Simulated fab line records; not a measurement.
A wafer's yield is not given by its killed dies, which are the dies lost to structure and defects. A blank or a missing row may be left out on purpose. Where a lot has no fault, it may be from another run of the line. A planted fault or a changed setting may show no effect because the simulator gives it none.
The tool behind it: which one? ; flow nand-harc ; 15 lots with 45 wafers sampled at 3 steps, on a route of 1159 steps

WHAT EACH GAUGE READ, for each wafer
NHARC_P_M2_INSPECT_27.
lot;measured;on;raw-defect-count
L562;day 6 02:24;defect-inspect-02;233 226 331
L563;day 6 18:23;defect-inspect-01;328 286 384
L564;day 6 21:54;defect-inspect-01;225 342 288
L565;day 7 02:06;defect-inspect-01;312 166 225
L568;day 7 04:45;defect-inspect-01;327 489 255
L566;day 7 09:25;defect-inspect-01;384 496 271
L571;day 8 17:25;defect-inspect-02;456 354 320
L572;day 8 21:08;defect-inspect-01;350 308 183
L573;day 9 04:45;defect-inspect-01;299 372 327
L580;day 10 19:50;defect-inspect-01;751 270 620
L583;day 11 09:43;defect-inspect-02;364 371 335
L582;day 11 10:53;defect-inspect-01;178 253 283
L581;day 11 17:05;defect-inspect-02;467 518 405
L584;day 11 17:46;defect-inspect-02;331 185 292
L585;day 12 02:21;defect-inspect-01;359 311 321

TOOL THAT RAN EACH LOT (tool first, then ch and the chambers of the sampled wafers, then the start)
lot;NHARC_P_M1_DEGAS_29;NHARC_P_M2_PVD_21
L562;pvd-sputter-02, day 5 20:10;pvd-sputter-02, day 6 02:24 or earlier
L563;pvd-sputter-03, day 6 12:38;pvd-sputter-02, day 6 18:23 or earlier
L564;pvd-sputter-02, day 6 16:04;pvd-sputter-01, day 6 21:54 or earlier
L565;pvd-sputter-03, day 6 20:14;pvd-sputter-03, day 7 02:06 or earlier
L568;pvd-sputter-02, day 6 22:52;pvd-sputter-02, day 7 04:45 or earlier
L566;pvd-sputter-01, day 7 03:29;pvd-sputter-03, day 7 09:25 or earlier
L571;pvd-sputter-01, day 8 10:33;pvd-sputter-02, day 8 17:25 or earlier
L572;pvd-sputter-03, day 8 14:49;pvd-sputter-03, day 8 21:08 or earlier
L573;pvd-sputter-03, day 8 22:34;pvd-sputter-03, day 9 04:45 or earlier
L580;pvd-sputter-01, day 10 13:58;pvd-sputter-02, day 10 19:50 or earlier
L583;pvd-sputter-02, day 11 04:06;pvd-sputter-01, day 11 09:43 or earlier
L582;pvd-sputter-03, day 11 04:16;pvd-sputter-01, day 11 10:53 or earlier
L581;pvd-sputter-03, day 11 10:28;pvd-sputter-02, day 11 17:05 or earlier
L584;pvd-sputter-02, day 11 11:24;pvd-sputter-01, day 11 17:46 or earlier
L585;pvd-sputter-03, day 11 20:37;pvd-sputter-03, day 12 02:21 or earlier
- NHARC_P_M1_DEGAS_29: time 60 s.
- NHARC_P_M2_PVD_21: deposits Cu, target thk 30 nm, time 20.49 s.

AS READ BY THE TOOLS THEMSELVES (means over the sampled wafers that have a number; for cases with no such wafer, the mark the record gives instead)
NHARC_P_M1_DEGAS_29.
lot;tool;heater-power-w (W)
L562;pvd-sputter-02;353
L563;pvd-sputter-03;374
L564;pvd-sputter-02;305
L565;pvd-sputter-03;335
L568;pvd-sputter-02;326
L566;pvd-sputter-01;329
L571;pvd-sputter-01;330
L572;pvd-sputter-03;366
L573;pvd-sputter-03;346
L580;pvd-sputter-01;327
L583;pvd-sputter-02;352
L582;pvd-sputter-03;371
L581;pvd-sputter-03;331
L584;pvd-sputter-02;322
L585;pvd-sputter-03;348

NHARC_P_M2_PVD_21.
lot;tool;throttle-valve-pct (%)
L562;pvd-sputter-02;30.2
L563;pvd-sputter-02;31.2
L564;pvd-sputter-01;29.8
L565;pvd-sputter-03;28.4
L568;pvd-sputter-02;29.3
L566;pvd-sputter-03;29.6
L571;pvd-sputter-02;29.7
L572;pvd-sputter-03;29.7
L573;pvd-sputter-03;29.6
L580;pvd-sputter-02;30.1
L583;pvd-sputter-01;30.3
L582;pvd-sputter-01;29.8
L581;pvd-sputter-02;30.4
L584;pvd-sputter-01;29.8
L585;pvd-sputter-03;28.9

THE ANSWER, worked out from the rows above alone
Rule: usual is defined by the lots themselves. Put in order of their means at a reading, lots are off if they are a third of the lots or fewer, leave a main group of 4 or more, and stand apart from it by a gap of 3 or more times the standard deviation of the main group's means; of several such gaps the widest counts. A main group is skipped when, at the precision printed for the reading in the tables above, its means are all equal. Also off: a lot with no number at a reading for which 4 or more lots have one. Any other lot the step has rows for is counted as sound. The gauges are gone through in route order, then the tools' own readings, and for those a lot's mean is taken as printed above. At the first step where some lot is off, the reading lying furthest off is the one used; lots without a number count as furthest.
Across all readings shown, no lot is off: no conclusion can be drawn from this.

WHAT THE SIMULATOR HAD PUT IN
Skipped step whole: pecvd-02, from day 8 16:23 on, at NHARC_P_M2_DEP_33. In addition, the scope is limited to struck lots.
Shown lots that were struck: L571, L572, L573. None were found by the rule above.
